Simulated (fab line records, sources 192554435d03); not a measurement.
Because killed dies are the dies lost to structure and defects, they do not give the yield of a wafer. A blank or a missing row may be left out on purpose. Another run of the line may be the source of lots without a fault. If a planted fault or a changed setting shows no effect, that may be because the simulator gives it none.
fab line records	flow n5Finfet
record lots=7	wafers=39
route steps=1938 shown FIN_SAQP@96 SD_EPI_P@321 SD_ACTIVATION@330 HKMG_FIN@401 BEOL_M0_SAQP@663
startH: hours from the record's first day to the start of the lot's first wafer shown	waitH: hours elapsed since this lot's preceding step	" unchanged from the row above	L1.1+2: a single row standing in for several wafers	- no value present, or no start provided	* or withheld: withheld	< > ~ a bound
route shown NAME@n: names a module that has steps shown in the file, with the first one's number in the route	usual: mean/standard deviation of fault-free wafers	same: alike in all rows	chamber/n: place in a boat	sites: readings site by site	_std_site: the standard deviation of these	_edge_site: mean of outer sites minus mean of inner sites	radiusMm: for every site, how far away it sits from the centre of the wafer	mask NAME#n: copy n	behind: the most recent tool/chamber to have shaped the wafer	hold: why the lot was held/for how many hours/how that ended	device: the transistor (n, p or np) that didn't switch	end of line: the route-end tests of the same wafers	a step with no rows: only its recipe	killed: at the first sort, the dies lost to defects and structure; wafer yield is something else	map: dies across one wafer; x = killed, . = not, _ = none there
set.NAME: the setting as run; set.NAME@STEP: as run at that earlier step	model.NAME: the simulator's own value behind a step, which no gauge read
lots with deliberately changed settings; one table per step, one row per wafer
## steps
# step N5_FIN_SAQP_HM_DEP_03
# recipe material=SiNx	targetThkA=380	tempC=400	precursor=SiH4/NH3/N2	pressureTorr=1.5	rfW=300	timeS=33.6
lot.wafer	tool	chamber	startH	waitH	set.targetThkA	model.SiNx_of_FIN_SAQP_HM_DEP_03.thkNm
L078.1	pecvd-01	0	47.33	0.2	380	37.56
L078.2	"	1	"	"	380	37.62
L078.3	"	2	"	"	178	17.74
L078.4	"	1	"	"	178	18.1
L078.5	"	0	"	"	380	38.36
L078.6	"	2	"	"	178	18.48
L081.1	pecvd-01	2	66.68	0.2	380	38
L081.2	"	1	"	"	380	36.92
L081.3	"	0	"	"	380	37.52
L081.4	"	0	"	"	380	38.59
L081.5	"	1	"	"	380	37.7
L081.6	"	2	"	"	380	38.36
L086.1	pecvd-04	1	92.69	0.2	380	37.04
L086.2	"	0	"	"	228	22.52
L086.3	"	2	"	"	380	37.96
L086.4	"	0	"	"	228	22.4
L086.5	"	2	"	"	380	38.55
L086.6	"	1	"	"	228	23.13
L089.2	pecvd-03	0	113.98	0.2	380	37.82
L089.3	"	1	"	"	380	37.37
L089.6	"	2	"	"	380	38.52
L090.1	pecvd-03	1	118.45	0.2	597.4	59.67
L090.2	"	2	"	"	380	38.04
L090.3	"	0	"	"	380	38.19
L090.4	"	2	"	"	380	38.6
L090.5	"	1	"	"	597.4	60.21
L090.6	"	0	"	"	597.4	60.97
L092.1	pecvd-01	0	129.56	0.2	380	38.03
L092.2	"	1	"	"	516	51.64
L092.3	"	2	"	"	380	38.2
L092.4	"	2	"	"	516	52.19
L092.5	"	0	"	"	380	38.87
L092.6	"	1	"	"	516	51.97
L097.1	pecvd-04	2	159.90	0.2	159.8	15.21
L097.2+6	"	1,2	"	"	380	37.72
L097.3	"	0	"	"	380	37.37
L097.4	"	0	"	"	159.8	15.62
L097.5	"	1	"	"	159.8	15.98
# step N5_FIN_SAQP_THK_MEAS_05
# usual thkNm=38.0/0.51
lot.wafer	tool	chamber	startH	waitH	set.targetThkA@FIN_SAQP_HM_DEP_03	thkNm
L078.1	filmMetro-02	-	47.41	0.1	380	37.6
L078.2	"	-	"	"	380	37.6
L078.3	"	-	"	"	178	17.7
L078.4	"	-	"	"	178	18.1
L078.5	"	-	"	"	380	38.4
L078.6	"	-	"	"	178	18.5
L081.1	filmMetro-02	-	66.77	0.1	380	38.0
L081.2	"	-	"	"	380	36.9
L081.3	"	-	"	"	380	37.5
L081.4	"	-	"	"	380	38.6
L081.5	"	-	"	"	380	37.7
L081.6	"	-	"	"	380	38.4
L086.1	filmMetro-01	-	92.78	0.1	380	37.0
L086.2	"	-	"	"	228	22.5
L086.3	"	-	"	"	380	38.0
L086.4	"	-	"	"	228	22.4
L086.5	"	-	"	"	380	38.6
L086.6	"	-	"	"	228	23.1
L089.2	filmMetro-01	-	114.06	0.1	380	37.8
L089.3	"	-	"	"	380	37.4
L089.6	"	-	"	"	380	38.5
L090.1	filmMetro-01	-	118.54	0.1	597.4	59.6
L090.2	"	-	"	"	380	38.0
L090.3	"	-	"	"	380	38.2
L090.4	"	-	"	"	380	38.6
L090.5	"	-	"	"	597.4	60.2
L090.6	"	-	"	"	597.4	61.0
L092.1	filmMetro-01	-	129.64	0.1	380	38.0
L092.2	"	-	"	"	516	51.6
L092.3	"	-	"	"	380	38.2
L092.4	"	-	"	"	516	52.2
L092.5	"	-	"	"	380	38.9
L092.6	"	-	"	"	516	52.0
L097.1	filmMetro-01	-	159.99	0.1	159.8	15.2
L097.2	"	-	"	"	380	37.7
L097.3	"	-	"	"	380	37.3
L097.4	"	-	"	"	159.8	15.6
L097.5	"	-	"	"	159.8	16.0
L097.6	"	-	"	"	380	37.8
# step N5_FIN_SAQP_PECVD_47
# recipe material=a-Si	targetThkA=450	tempC=400	precursor=SiH4/He	pressureTorr=3	rfW=100	timeS=36.3
# step N5_FIN_SAQP_PECVD_48
# recipe material=SiNx	targetThkA=250	tempC=400	precursor=SiH4/NH3/N2	pressureTorr=1.5	rfW=300	timeS=22.1
# step N5_FIN_SAQP_MANDREL2_REMOVE_60
# recipe chemistry=HBr/Cl2/O2	btTimeS=10	target=a-Si	stopOn=SiNx	endpoint=OES-SiCl	overEtchFrac=1	icpW=600	biasW=22	HBr_flow_sccm=150	Cl2_flow_sccm=80	O2_flow_sccm=5	pressureMtorr=10
# step N5_FIN_SAQP_HM_OPEN_33
# recipe chemistry=CH3F/O2	target=SiNx	maskMaterial=SiO2	targetDepthA=494	timeS=70.6	pressureMtorr=30	sourceW=395	biasW=73	Ar_flow_sccm=150	CH3F_flow_sccm=30	O2_flow_sccm=20	ionEnergyEv=120	ends=cleared
# usual etchRfOnTimeS=69.6/1.7
lot.wafer	tool	chamber	startH	waitH	set.targetThkA@FIN_SAQP_HM_DEP_03	etchRfOnTimeS	model.etch.depthNm
L078.1	rieDiel-03	0	53.02	0.3	380	68.2	36.93
L078.2	"	3	"	"	380	67.1	36.99
L078.3	"	2	"	"	178	32.3	16.98
L078.4	"	3	"	"	178	31.6	17.41
L078.5	"	0	"	"	380	68.4	37.6
L078.6	"	2	"	"	178	33.4	17.79
L081.1	rieDiel-02	3	73.46	0.0	380	69.2	37.31
L081.2	"	2	"	"	380	68.2	36.3
L081.3	"	0	"	"	380	69.5	36.77
L081.4	"	0	"	"	380	72.4	37.97
L081.5	"	3	"	"	380	69.0	37.07
L081.6	"	2	"	"	380	71.1	37.68
L086.1	rieDiel-06	3	97.11	0.0	380	66.6	36.29
L086.2	"	1	"	"	228	40.5	21.89
L086.3	"	0	"	"	380	69.0	37.27
L086.4	"	2	"	"	228	41.3	21.78
L086.5	"	2	"	"	380	72.3	37.92
L086.6	"	3	"	"	228	41.3	22.5
L089.2	rieDiel-06	2	119.67	0.1	380	69.8	37.2
L089.3	"	3	"	"	380	66.9	36.75
L089.6	"	2	"	"	380	71.0	37.78
L090.1	rieDiel-06	2	123.57	0.0	597.4	112.4	58.92
L090.2	"	1	"	"	380	68.7	37.35
L090.3	"	3	"	"	380	68.9	37.57
L090.4	"	0	"	"	380	71.0	37.98
L090.5	"	2	"	"	597.4	113.8	59.53
L090.6	"	1	"	"	597.4	110.7	60.34
L092.1	rieDiel-03	1	134.15	0.0	380	69.5	37.4
L092.2	"	3	"	"	516	92.4	51.01
L092.3	"	2	"	"	380	68.4	37.52
L092.4	"	0	"	"	516	93.8	51.43
L092.5	"	3	"	"	380	69.4	38.25
L092.6	"	0	"	"	516	93.2	51.21
L097.1	rieDiel-02	2	164.48	0.1	159.8	27.0	14.54
L097.2	"	0	"	"	380	71.2	37.06
L097.3	"	3	"	"	380	68.4	36.63
L097.4	"	3	"	"	159.8	28.1	14.95
L097.5	"	2	"	"	159.8	28.4	15.31
L097.6	"	0	"	"	380	70.8	37.05
# step N5_FIN_SAQP_ETCH_34
# recipe chemistry=C4F6/O2	target=SiO2	targetDepthA=450	timeS=15	ionEnergyEv=250	pressureMtorr=30	sourceW=345	biasW=185	Ar_flow_sccm=300	C4F6_flow_sccm=10	O2_flow_sccm=10	ends=cleared
# step N5_FIN_SAQP_STRIP_77
# recipe chemistry=N2/H2	timeS=90	powerW=100	tempC=40	pressureMtorr=100	rfFrequencyHz=6e+07	biasPowerW=3	n2FlowSccm=300	h2FlowSccm=300
# step N5_FIN_SAQP_ETCH_64
# recipe chemistry=CF4	target=SiO2	targetDepthA=15	ionEnergyEv=350	pressureMtorr=10	icpW=800	biasW=400	cf4FlowSccm=80
# step N5_FIN_SAQP_FIN_ETCH_36
# recipe chemistry=HBr/Cl2/O2	targetDepthA=1200	maskMaterial=SiNx	timeS=50.4	biasW=102	pressureMtorr=10	icpW=800	HBr_flow_sccm=150	Cl2_flow_sccm=80	O2_flow_sccm=12
lot.wafer	tool	chamber	startH	waitH	set.targetThkA@FIN_SAQP_HM_DEP_03	model.SiNx_of_FIN_SAQP_HM_DEP_03.thkNm
L078.1	rieSi-04	1	53.30	0.0	380	20.4
L078.2	"	2	"	"	380	20.8
L078.3	"	3	"	"	178	0.8
L078.4	"	0	"	"	178	1.4
L078.5	"	2	"	"	380	21.4
L078.6	"	1	"	"	178	1.2
L081.1+5	rieSi-06	2,1	73.75	0.0	380	21
L081.2	"	3	"	"	380	20
L081.3	"	0	"	"	380	20.4
L081.4	"	1	"	"	380	21.8
L081.6	"	2	"	"	380	21.4
L086.1	rieSi-02	3	97.41	0.0	380	19.8
L086.2	"	0	"	"	228	5.6
L086.3	"	1	"	"	380	21
L086.4	"	3	"	"	228	5.2
L086.5	"	1	"	"	380	21.6
L086.6	"	0	"	"	228	6.2
L089.2	rieSi-02	3	119.95	0.0	380	20.6
L089.3	"	0	"	"	380	20.4
L089.6	"	2	"	"	380	21.4
L090.1	rieSi-04	2	123.85	0.0	597.4	42.8
L090.2	"	0	"	"	380	21
L090.3	"	3	"	"	380	21.4
L090.4	"	1	"	"	380	21.6
L090.5	"	0	"	"	597.4	43.4
L090.6	"	3	"	"	597.4	44.2
L092.1	rieSi-06	1	134.44	0.0	380	21
L092.2	"	3	"	"	516	34.6
L092.3	"	0	"	"	380	21.2
L092.4	"	2	"	"	516	35
L092.5	"	3	"	"	380	21.8
L092.6	"	2	"	"	516	34.8
L097.1+4+5	rieSi-02	1,0,3	164.76	0.0	159.8	0
L097.2	"	3	"	"	380	20.6
L097.3	"	2	"	"	380	20.2
L097.6	"	2	"	"	380	20.8
# step N5_SD_EPI_P_EPI_21
# recipe material=SiGe:B	dopant=B	tempC=550	pressureTorr=20	ambient=H2	timeS=355
lot.wafer	tool	chamber	startH	waitH	set.timeS	model.SiGe-B_of_SD_EPI_P_EPI_21.thkNm
L078.1	epiRpcvd-02	0	83.33	0.1	213.1	39.6
L078.2+5	"	0	"	"	355	60.8
L078.3	"	0	"	"	213.1	40
L078.4	"	0	"	"	355	60.2
L078.6	"	0	"	"	213.1	39.8
L081.1+3	epiRpcvd-04	0	102.76	0.2	355	60.6
L081.2	"	0	"	"	355	61.4
L081.4	"	0	"	"	551.4	82
L081.5	"	0	"	"	551.4	82.4
L081.6	"	0	"	"	551.4	82.8
L086.1	epiRpcvd-04	0	128.15	0.3	355	61.4
L086.2	"	0	"	"	483.6	76
L086.3	"	0	"	"	355	61.6
L086.4	"	0	"	"	355	60.2
L086.5	"	0	"	"	483.6	75.4
L086.6	"	0	"	"	483.6	75.8
L089.2	epiRpcvd-02	0	152.75	0.6	355	60.6
L089.3	"	0	"	"	355	60.8
L089.6	"	0	154.67	2.4	355	61
L090.1+3	epiRpcvd-03	0	161.05	0.1	355	60.2
L090.2	"	0	"	"	355	61
L090.4	"	0	"	"	150.6	27.6
L090.5+6	"	0	"	"	150.6	28
L092.1	epiRpcvd-02	0	163.24	0.1	355	60.4
L092.2	"	0	"	"	355	60.6
L092.3	"	0	"	"	171	31.8
L092.4+5	"	0	"	"	171	31.2
L092.6	"	0	"	"	355	60
L097.1+4	epiRpcvd-04	0	201.82	0.1	355	60.8
L097.2	"	0	"	"	355	60
L097.3	"	0	"	"	161	29.4
L097.5+6	"	0	"	"	161	30
# step N5_SD_EPI_P_EPI_MEAS_23
# recipe mode=xrd
# usual thkNm=60.9/1.4
lot.wafer	tool	chamber	startH	waitH	set.timeS@SD_EPI_P_EPI_21	thkNm
L078.1	filmMetro-01	-	85.53	1.9	213.1	38.6
L078.2	"	-	"	"	355	58.5
L078.3	"	-	"	"	213.1	42.2
L078.4	"	-	"	"	355	60.9
L078.5	"	-	"	"	355	62.1
L078.6	"	-	"	"	213.1	41.0
L081.1	filmMetro-02	-	105.68	2.4	355	60.3
L081.2	"	-	"	"	355	62.7
L081.3	"	-	"	"	355	59.6
L081.4	"	-	"	"	551.4	81.2
L081.5	"	-	"	"	551.4	82.4
L081.6	"	-	"	"	551.4	81.3
L086.1	filmMetro-01	-	132.03	3.2	355	59.6
L086.2	"	-	"	"	483.6	76.3
L086.3	"	-	"	"	355	60.0
L086.4	"	-	"	"	355	60.3
L086.5	"	-	"	"	483.6	76.3
L086.6	"	-	"	"	483.6	73.8
L089.2	filmMetro-02	-	155.18	2.0	355	59.0
L089.3	"	-	"	"	355	59.8
L089.6	"	-	"	"	355	60.1
L090.1	filmMetro-02	-	163.25	1.8	355	60.0
L090.2	"	-	"	"	355	59.4
L090.3	"	-	"	"	355	60.6
L090.4	"	-	"	"	150.6	28.9
L090.5	"	-	"	"	150.6	27.7
L090.6	"	-	"	"	150.6	28.2
L092.1	filmMetro-02	-	165.46	1.9	355	61.5
L092.2	"	-	"	"	355	59.3
L092.3	"	-	"	"	171	30.8
L092.4	"	-	"	"	171	32.0
L092.5	"	-	"	"	171	29.1
L092.6	"	-	"	"	355	58.6
L097.1	filmMetro-02	-	204.01	1.8	355	60.8
L097.2	"	-	"	"	355	59.6
L097.3	"	-	"	"	161	28.4
L097.4	"	-	"	"	355	60.3
L097.5	"	-	"	"	161	29.9
L097.6	"	-	"	"	161	30.1
# step N5_SD_EPI_P_HM_STRIP_48
# recipe chemistry=H3PO4	tempC=160	material=SiNx	target=SiNx	targetDepthA=30	overetchFraction=0.3
# step N5_SD_EPI_P_SRD_49
# recipe dry=ipaMarangoni	timeS=30	tempC=23	rinseLiquid=diw
# step N5_SD_ACTIVATION_RTA_00
# recipe tempC=975	timeS=0	ambient=N2	idleTempC=600	rampUpCPerS=150	rampDownCPerS=60	coolToC=600
# step N5_SD_ACTIVATION_LSA_01
# recipe tempC=1080	timeS=0.0008	ambient=N2
# step N5_SD_ACTIVATION_RS_MEAS_03
# recipe thkMeasGauge=four-point-probe
# usual RS_SD_N=21.8/0.34	RS_SD_P=56.2/0.91
lot.wafer	tool	chamber	startH	waitH	set.timeS@SD_EPI_P_EPI_21	RS_SD_N[ohm/sq]	RS_SD_P[ohm/sq]
L078.1	filmMetro-01	-	86.13	0.2	213.1	22.4	86.7
L078.2	"	-	"	"	355	22.2	56.8
L078.3	"	-	"	"	213.1	22.0	86.5
L078.4	"	-	"	"	355	22.0	57.4
L078.5	"	-	"	"	355	22.1	56.5
L078.6	"	-	"	"	213.1	22.2	86.7
L081.1	filmMetro-01	-	106.30	0.2	355	21.8	55.8
L081.2	"	-	"	"	355	21.7	54.5
L081.3	"	-	"	"	355	21.7	56.2
L081.4	"	-	"	"	551.4	21.8	41.2
L081.5	"	-	"	"	551.4	21.8	41.0
L081.6	"	-	"	"	551.4	21.5	40.7
L086.1	filmMetro-01	-	132.63	0.2	355	21.5	55.1
L086.2	"	-	"	"	483.6	21.7	44.4
L086.3	"	-	"	"	355	21.5	54.9
L086.4	"	-	"	"	355	21.7	55.9
L086.5	"	-	"	"	483.6	21.7	44.8
L086.6	"	-	"	"	483.6	21.6	44.6
L089.2	filmMetro-02	-	155.81	0.2	355	21.6	56.7
L089.3	"	-	"	"	355	21.8	55.7
L089.6	"	-	"	"	355	21.5	55.9
L090.1	filmMetro-01	-	163.86	0.2	355	22.1	56.3
L090.2	"	-	"	"	355	21.6	56.3
L090.3	"	-	"	"	355	21.7	56.7
L090.4	"	-	"	"	150.6	21.6	123.2
L090.5	"	-	"	"	150.6	22.0	122.2
L090.6	"	-	"	"	150.6	21.5	122.4
L092.1	filmMetro-02	-	166.06	0.2	355	22.0	56.5
L092.2	"	-	"	"	355	21.7	56.3
L092.3	"	-	"	"	171	21.7	107.1
L092.4	"	-	"	"	171	21.6	108.8
L092.5	"	-	"	"	171	21.5	108.9
L092.6	"	-	"	"	355	21.4	56.7
L097.1	filmMetro-01	-	204.63	0.2	355	21.6	55.9
L097.2	"	-	"	"	355	21.7	57.4
L097.3	"	-	"	"	161	21.9	115.5
L097.4	"	-	"	"	355	22.0	56.7
L097.5	"	-	"	"	161	22.0	114.5
L097.6	"	-	"	"	161	22.1	114.1
# step N5_HKMG_FIN_DESCUM_53
# recipe chemistry=O2	timeS=7.9	sourcePowerW=50	biasPowerW=20	pressureMtorr=20	rfFrequencyHz=2.712e+07	tempC=40	resist=CAR-ArF	o2FlowSccm=225
lot.wafer	tool	chamber	startH	waitH	set.timeS	model.CAR-ArF_of_HKMG_FIN_COAT_43.thkNm
L078.1	rieDiel-06	0	99.79	0.0	7.9	83.2
L078.2+6	"	2,1	"	"	12.4	80.4
L078.3	"	3	"	"	7.9	83
L078.4	"	1	"	"	7.9	83.4
L078.5	"	0	"	"	12.4	80.6
L081.1+5	rieDiel-03	3,1	120.72	0.5	11.37	81.6
L081.2	"	2	"	"	7.9	84
L081.3+4	"	1,0	"	"	7.9	83.6
L081.6	"	2	"	"	11.37	81.4
L086.1	rieDiel-02	3	145.65	0.4	7.9	83.2
L086.2+4+5	"	1,0,1	"	"	10.73	81.6
L086.3	"	2	"	"	7.9	83
L086.6	"	2	"	"	7.9	82.8
L089.2	rieDiel-06	2	168.43	0.0	7.9	83.2
L089.3+6	"	1,2	"	"	7.9	83.4
L090.1	rieDiel-06	2	176.39	0.0	7.9	83.4
L090.2+6	"	3	"	"	3.549	86
L090.3	"	0	"	"	3.549	85.8
L090.4	"	1	"	"	7.9	83.2
L090.5	"	0	"	"	7.9	82.8
L092.1+3	rieDiel-03	3,2	180.22	0.1	7.9	83.4
L092.2+5+6	"	0,1,2	"	"	7.9	83.2
L092.4	"	1	"	"	7.9	83.6
L097.1	rieDiel-03	3	218.14	0.0	7.9	82.6
L097.2+6	"	0,3	"	"	7.9	82.8
L097.3+4+5	"	2,1,0	"	"	7.9	83
# step N5_BEOL_M0_SAQP_SPACER1_ALD_98
# recipe material=SiO2	targetThkA=128	tempC=300	aldPrecursorFamily=BDEAS	aldCoReactant=O2-plasma	pulseTimeS=1	purgeTimeS=2	coReactantPurgeTimeS=2	aldCycles=138	pressureTorr=2
lot.wafer	tool	chamber	startH	waitH	set.aldCycles	model.SiO2_of_BEOL_M0_SAQP_SPACER1_ALD_98.thkNm
L078.1+2+3+4+5+6	aldSin-01	2,3,0,1,1,0	133.56	0.3	138	12.8
L081.1	aldSin-02	3	154.63	0.4	138	12.6
L081.2+3+4+5+6	"	2,1,0,0,3	"	"	138	12.8
L086.1+2+3+5+6	aldSin-01	3,2,1,1,2	185.56	0.3	138	12.8
L086.4	"	0	"	"	138	12.6
L089.2+3+6	aldSin-04	3,1,2	204.92	0.3	138	12.8
L090.1+3+4	aldSin-02	1,2,0	214.82	0.3	138	12.8
L090.2+5+6	"	3,0,1	"	"	205	19
L092.1+5+6	aldSin-02	1,0,1	218.60	0.5	88	8.2
L092.2+3+4	"	0,2,3	"	"	138	12.8
L097.1+3+6	aldSin-04	3,1,3	254.63	0.3	138	13
L097.2+4+5	"	2,0,0	"	"	202	18.8
# step N5_BEOL_M0_SAQP_SPACER1_ETCHBACK_99
# recipe chemistry=CHF3/O2	mode=anisotropicEtchback	target=SiO2	targetDepthA=154	timeS=7.7	pressureMtorr=30	sourceW=650	biasW=170	Ar_flow_sccm=200	CHF3_flow_sccm=50	O2_flow_sccm=5	ionEnergyEv=200
# step N5_BEOL_M0_SAQP_MANDREL1_REMOVE_100
# recipe chemistry=HBr/Cl2/O2	btTimeS=10	target=a-Si	stopOn=SiNx	endpoint=OES-SiCl	overEtchFrac=0.85	icpW=600	biasW=30	HBr_flow_sccm=150	Cl2_flow_sccm=80	O2_flow_sccm=5	pressureMtorr=10
lot.wafer	tool	chamber	startH	waitH	set.aldCycles@BEOL_M0_SAQP_SPACER1_ALD_98	model.SiO2_of_BEOL_M0_SAQP_SPACER1_ALD_98.thkNm	model.BEOL_M0_SAQP.cdNm
L078.1+5	rieSi-05	3	134.13	0.1	138	7.4	12.8
L078.2+6	"	2	"	"	138	7.4	13
L078.3+4	"	0,1	"	"	138	7.4	12.6
L081.1	rieSi-03	1	155.42	0.1	138	7.2	12.6
L081.2+3+4+5	"	2,3,0,0	"	"	138	7.4	12.8
L081.6	"	3	"	"	138	7.4	12.6
L086.1+3+6	rieSi-01	1,0,3	186.13	0.1	138	7.4	12.8
L086.2+4+5	"	2,3,2	"	"	138	7.4	12.6
L089.2	rieSi-05	2	205.48	0.1	138	7.4	13
L089.3+6	"	0,3	"	"	138	7.4	12.8
L090.1+3	rieSi-05	0,1	215.43	0.1	138	7.4	12.8
L090.2+6	"	2,3	"	"	205	13.6	19.2
L090.4	"	3	"	"	138	7.6	13
L090.5	"	0	"	"	205	13.8	19
L092.1	rieSi-05	0	219.16	0.1	88	3.8	8
L092.2	"	2	"	"	138	7.4	13
L092.3+4	"	1,3	"	"	138	7.4	12.8
L092.5+6	"	1,2	"	"	88	3.8	8.2
L097.1	rieSi-05	0	255.20	0.1	138	7.6	13
L097.2+4	"	3,2	"	"	202	13.4	19
L097.3	"	1	"	"	138	7.6	12.8
L097.5	"	1	"	"	202	13.4	18.6
L097.6	"	2	"	"	138	7.6	13.2
# step N5_BEOL_M0_SAQP_CD_MEAS_25
# recipe targetCdNm=13.1	landingEnergyEv=1000	detector=seInlens
# usual cdNm=12.82/0.22
lot.wafer	tool	chamber	startH	waitH	set.aldCycles@BEOL_M0_SAQP_SPACER1_ALD_98	cdNm
L078.1	cdSem-01	0	134.24	0.1	138	12.81
L078.2	"	0	"	"	138	13.41
L078.3	"	0	"	"	138	12.70
L078.4	"	0	"	"	138	12.76
L078.5	"	0	"	"	138	12.76
L078.6	"	0	"	"	138	12.38
L081.1	cdSem-01	0	155.53	0.1	138	12.36
L081.2	"	0	"	"	138	12.62
L081.3	"	0	"	"	138	13.09
L081.4	"	0	"	"	138	12.75
L081.5	"	0	"	"	138	12.92
L081.6	"	0	"	"	138	12.71
L086.1	cdSem-01	0	186.24	0.1	138	12.97
L086.2	"	0	"	"	138	12.93
L086.3	"	0	"	"	138	12.57
L086.4	"	0	"	"	138	12.41
L086.5	"	0	"	"	138	12.58
L086.6	"	0	"	"	138	12.73
L089.2	cdSem-01	0	205.59	0.1	138	12.57
L089.3	"	0	"	"	138	12.66
L089.6	"	0	"	"	138	12.46
L090.1	cdSem-02	0	215.54	0.1	138	12.86
L090.2	"	0	"	"	205	19.43
L090.3	"	0	"	"	138	12.81
L090.4	"	0	"	"	138	12.76
L090.5	"	0	"	"	205	18.95
L090.6	"	0	"	"	205	19.30
L092.1	cdSem-03	0	219.27	0.1	88	8.14
L092.2	"	0	"	"	138	13.35
L092.3	"	0	"	"	138	12.70
L092.4	"	0	"	"	138	12.71
L092.5	"	0	"	"	88	8.18
L092.6	"	0	"	"	88	7.99
L097.1	cdSem-03	0	255.31	0.1	138	12.77
L097.2	"	0	"	"	202	18.97
L097.3	"	0	"	"	138	13.30
L097.4	"	0	"	"	202	19.21
L097.5	"	0	"	"	202	18.67
L097.6	"	0	"	"	138	13.36
## key
split step=N5_FIN_SAQP_HM_DEP_03	setting=targetThkA	stated=380	by=wafer
response step=N5_FIN_SAQP_HM_DEP_03	reading=model.SiNx_of_FIN_SAQP_HM_DEP_03.thkNm	change=+0.379	per=1%	r=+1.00
response step=N5_FIN_SAQP_THK_MEAS_05	reading=thkNm	change=*	per=1%	r=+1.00
response step=N5_FIN_SAQP_HM_OPEN_33	reading=etchRfOnTimeS	change=*	per=1%	r=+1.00
response step=N5_FIN_SAQP_HM_OPEN_33	reading=model.etch.depthNm	change=+0.378	per=1%	r=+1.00
response step=N5_FIN_SAQP_FIN_ETCH_36	reading=model.SiNx_of_FIN_SAQP_HM_DEP_03.thkNm	change=+0.372	per=1%	r=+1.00
split step=N5_SD_EPI_P_EPI_21	setting=timeS	stated=355	by=wafer
response step=N5_SD_EPI_P_EPI_21	reading=model.SiGe-B_of_SD_EPI_P_EPI_21.thkNm	change=+0.509	per=1%	r=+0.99
response step=N5_SD_EPI_P_EPI_MEAS_23	reading=thkNm	change=*	per=1%	r=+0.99
response step=N5_SD_ACTIVATION_RS_MEAS_03	reading=RS_SD_P	shape=bent	atLowest=122.6	atStated=56.2	atHighest=41.0
split step=N5_HKMG_FIN_DESCUM_53	setting=timeS	stated=7.9	by=wafer
response step=N5_HKMG_FIN_DESCUM_53	reading=model.CAR-ArF_of_HKMG_FIN_COAT_43.thkNm	change=-0.0481	per=1%	r=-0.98
split step=N5_BEOL_M0_SAQP_SPACER1_ALD_98	setting=aldCycles	stated=138	by=wafer
response step=N5_BEOL_M0_SAQP_SPACER1_ALD_98	reading=model.SiO2_of_BEOL_M0_SAQP_SPACER1_ALD_98.thkNm	change=+0.127	per=1%	r=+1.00
response step=N5_BEOL_M0_SAQP_MANDREL1_REMOVE_100	reading=model.SiO2_of_BEOL_M0_SAQP_SPACER1_ALD_98.thkNm	change=+0.12	per=1%	r=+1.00
response step=N5_BEOL_M0_SAQP_MANDREL1_REMOVE_100	reading=model.BEOL_M0_SAQP.cdNm	change=+0.128	per=1%	r=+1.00
response step=N5_BEOL_M0_SAQP_CD_MEAS_25	reading=cdNm	change=+0.13	per=1%	r=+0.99
